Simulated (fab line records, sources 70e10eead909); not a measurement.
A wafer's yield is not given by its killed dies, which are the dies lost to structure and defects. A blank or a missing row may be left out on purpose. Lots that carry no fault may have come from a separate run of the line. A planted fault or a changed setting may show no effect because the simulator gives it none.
Matching of chambers    flow nand_harc    cmp-02 running NHARC_P_M2_CMP_23: 4 sister chambers
The step polishes, t overpolish 20 s, target thk 144.3 nm. 8 wafers are shown with their chamber, then 8 later ones without.

WAFERS WITH THEIR CHAMBER
wafer   chamber  motor_current_A (A)  time_to_endpoint_s (s)
L080.5  1        12.6                 26
L082.1  0        10.0                 33
L082.4  3        11.0                 30
L082.5  1        12.9                 31
L085.1  3        11.4                 24
L085.2  0        10.0                 29
L085.6  2        12.9                 25
L091.2  2        12.1                 28

WAFERS WITH NO CHAMBER GIVEN
wafer   motor_current_A (A)  time_to_endpoint_s (s)
L091.4  10.8                 27
L091.5  11.9                 27
L092.2  12.0                 28
L092.5  11.3                 27
L092.6  12.5                 23
L096.1  11.3                 32
L096.2  10.3                 35
L096.6  11.3                 31

CHAMBER TAKEN BY EACH
wafer   from the rows above           in truth
L091.4  can't be placed: 3 or 0       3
L091.5  can't be placed: 2 or 3 or 1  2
L092.2  can't be placed: 2 or 1 or 3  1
L092.5  3                             3
L092.6  can't be placed: 2 or 1       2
L096.1  3                             3
L096.2  0                             0
L096.6  3                             3
4 of 8 placed correctly. These rows do not allow placing 4 (true chamber among the candidates in 4). Number placed wrongly: 0.
How it was worked out, from the rows above alone: a wafer's distance from a chamber is the root of the sum, over the readings, of the square of ((its reading less the chamber's mean) divided by the reading's scatter). The wafer belongs to the nearest chamber; if the next one is less than 2 further off, it can't be placed. A chamber's mean is the mean of its shown wafers. How the scatter is found: for the shown wafers, subtract from each reading the mean of its chamber, square and add these, divide the total by (wafers less chambers), then take the root.
